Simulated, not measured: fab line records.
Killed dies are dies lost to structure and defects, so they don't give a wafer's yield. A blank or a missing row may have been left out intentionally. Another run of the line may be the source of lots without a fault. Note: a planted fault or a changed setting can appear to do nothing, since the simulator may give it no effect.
Matching of chambers ; flow nand-harc ; NHARC_A_WL_FILL_ALD_00 on ald-hk-02 has 4 sister chambers
The step deposits Al2O3, target thk 3 nm, pulse time 3 s, ald cycles 30. 14 wafers are shown with their chamber, then 7 later ones without.

## WAFERS WITH THEIR CHAMBER
wafer;chamber;heater-power-w (W);precursor-pulse-height-rel
L075.1;3;442;0.998
L075.2;0;511;1.033
L075.6;3;452;0.982
L075.3;1;398;1.016
L075.4;2;448;1.007
L075.5;0;503;0.971
L076.2;1;391;1.015
L076.4;3;449;0.986
L076.5;3;454;1.029
L082.1;2;409;0.949
L082.2;0;542;1.008
L082.6;3;432;0.957
L083.3;3;447;0.990
L083.4;1;379;1.005

SIGNATURES, as means of the wafers listed above
reading;chamber 0;chamber 1;chamber 2;chamber 3;scatter within a chamber
heater-power-w;518.67;389.33;428.50;446.00;14.5
precursor-pulse-height-rel;1.00400;1.01200;0.97800;0.99033;0.0254
Rule: a wafer's distance from a chamber is the root of the sum, over the readings, of the square of ((its reading less the chamber's mean) divided by the reading's scatter). If the next closest chamber is less than 2 further off than the closest, the wafer can't be placed; otherwise it belongs to the closest. The scatter is the square root of a quotient: the sum, over the shown wafers, of each reading's squared deviation from its chamber's mean, divided by wafers minus chambers.

## WAFERS MISSING THEIR CHAMBER
wafer;heater-power-w (W);precursor-pulse-height-rel
L083.5;542;1.013
L090.1;529;0.996
L090.3;391;0.993
L090.6;401;1.019
L092.1;434;0.959
L092.3;390;1.004
L092.6;538;1.008

## EACH ONE'S CHAMBER
wafer;from the rows above;in truth
L083.5;0;0
L090.1;0;0
L090.3;can't be placed: 1 or 2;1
L090.6;can't be placed: 1 or 2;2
L092.1;can't be placed: 2 or 3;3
L092.3;1;1
L092.6;0;0
Correctly placed: 4 of 7. These rows do not allow placing 3 (true chamber among the candidates in 3). Wrongly placed: 0.
